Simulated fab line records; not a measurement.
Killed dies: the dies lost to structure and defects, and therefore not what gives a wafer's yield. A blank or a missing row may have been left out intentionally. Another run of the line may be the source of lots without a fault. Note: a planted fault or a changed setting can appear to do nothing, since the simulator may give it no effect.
Which of the tools did it?	flow n5_finfet	12 lots, 36 wafers sampled, at 5 steps of a route of 1938

## WHAT EACH GAUGE READ, for each wafer
N5_HKMG_FIN_THK_MEAS_70: measures by xrf.
lot	measured	on	HK_THK (nm)
L075	day 4 07:55	film_metro-02	1.572 1.578 1.607
L077	day 4 20:20	film_metro-01	1.572 1.571 1.555
L079	day 5 11:10	film_metro-01	1.563 1.556 1.560
L081	day 5 20:45	film_metro-02	1.600 1.594 1.634
L083	day 6 10:55	film_metro-02	1.550 1.561 1.528
L085	day 6 21:13	film_metro-02	1.570 1.582 1.576
L087	day 7 07:20	film_metro-02	1.521 1.555 1.540
L089	day 7 20:49	film_metro-02	1.551 1.531 1.569
L091	day 8 08:53	film_metro-01	1.567 1.566 1.580
L093	day 8 22:58	film_metro-02	1.572 1.569 1.532
L095	day 9 06:53	film_metro-01	1.558 1.578 1.566
L097	day 10 02:52	film_metro-01	1.593 1.574 1.573

## WHICH TOOL RAN EACH LOT (tool, then ch and the chambers of the sampled wafers, then the start)
lot	N5_HKMG_FIN_HK_ALD_01	N5_HKMG_FIN_ALD_74	N5_HKMG_FIN_STRIP_57	N5_HKMG_FIN_ALD_79
L075	ald_hk-02 ch 0,1,3, day 4 04:02	ald_hk-03 ch 0,2,3, day 4 04:37	rie_diel-06 ch 0,3, day 4 05:40	ald_metal-03 ch 2,3, day 4 06:46
L077	ald_hk-03 ch 1,3, day 4 16:31	ald_hk-02 ch 0,1,3, day 4 17:05	rie_diel-06 ch 0,1,2, day 4 18:13	ald_metal-01 ch 0,1, day 4 19:17
L079	ald_hk-03 ch 1,2,3, day 5 07:20	ald_hk-01 ch 1,2,3, day 5 07:55	rie_diel-06 ch 0,1, day 5 08:50	ald_metal-02 ch 0,1, day 5 09:55
L081	ald_hk-02 ch 1,2, day 5 17:26	ald_hk-03 ch 2,3, day 5 17:50	rie_diel-05 ch 1,2,3, day 5 18:37	ald_metal-02 ch 2,3, day 5 19:43
L083	ald_hk-03 ch 1,3, day 6 07:27	ald_hk-02 ch 2,3, day 6 07:51	rie_diel-06 ch 1,2, day 6 08:40	ald_metal-02 ch 0,3, day 6 09:49
L085	ald_hk-01 ch 0,1, day 6 17:35	ald_hk-02 ch 1,3, day 6 17:59	rie_diel-06 ch 0,3, day 6 19:03	ald_metal-01 ch 0,1,3, day 6 20:08
L087	ald_hk-03 ch 1,3, day 7 03:43	ald_hk-01 ch 0,2, day 7 04:22	rie_diel-04 ch 2,3, day 7 05:10	ald_metal-02 ch 0,1,3, day 7 06:15
L089	ald_hk-01 ch 0,3, day 7 16:08	ald_hk-02 ch 2,3, day 7 16:46	rie_diel-06 ch 0,2,3, day 7 18:40	ald_metal-03 ch 0,1,2, day 7 19:46
L091	ald_hk-03 ch 0,2,3, day 8 05:06	ald_hk-02 ch 0,1,2, day 8 05:42	rie_diel-06 ch 1,2,3, day 8 06:45	ald_metal-01 ch 1,2,3, day 8 07:50
L093	ald_hk-01 ch 1,2,3, day 8 19:30	ald_hk-02 ch 0,1, day 8 19:55	rie_diel-06 ch 0,1,2, day 8 20:50	ald_metal-03 ch 0,1,3, day 8 21:56
L095	ald_hk-01 ch 0,1,3, day 9 03:08	ald_hk-03 ch 0,1,3, day 9 03:32	rie_diel-06 ch 0,1,3, day 9 04:45	ald_metal-03 ch 0,2,3, day 9 05:50
L097	ald_hk-01 ch 1,2,3, day 9 23:25	ald_hk-03 ch 0,1,2, day 9 23:49	rie_diel-04 ch 0,2,3, day 10 00:44	ald_metal-02 ch 2,3, day 10 01:49
- N5_HKMG_FIN_HK_ALD_01: deposits HfO2, target thk 1.6 nm, pulse time 3 s, purge time 3 s.
- N5_HKMG_FIN_ALD_74: deposits La2O3, target thk 0.5 nm, pulse time 6 s, co reactant pulse time 1 s.
- N5_HKMG_FIN_STRIP_57: strips in CF4.
- N5_HKMG_FIN_ALD_79: deposits TiN, target thk 1.5 nm, pulse time 1 s, purge time 3 s.

## THE ANSWER, worked out from the rows above alone
Rule: usual is defined by the lots themselves. The widest of any qualifying gaps counts: lots, ordered by their means at a reading, are off when they make up no more than a third of the lots, leave a main group of 4 or more, and stand apart from it by 3 or more times the standard deviation of that group's means. The tables above print the reading to a certain number of digits; a main group whose means all agree to those digits is not used. Also off: a lot with no number at a reading for which 4 or more lots have one. The other lots that the step has rows for count as sound.
None of the lots is off at any reading shown; this tells nothing.

## WHAT THE SIMULATOR HAD INSERTED
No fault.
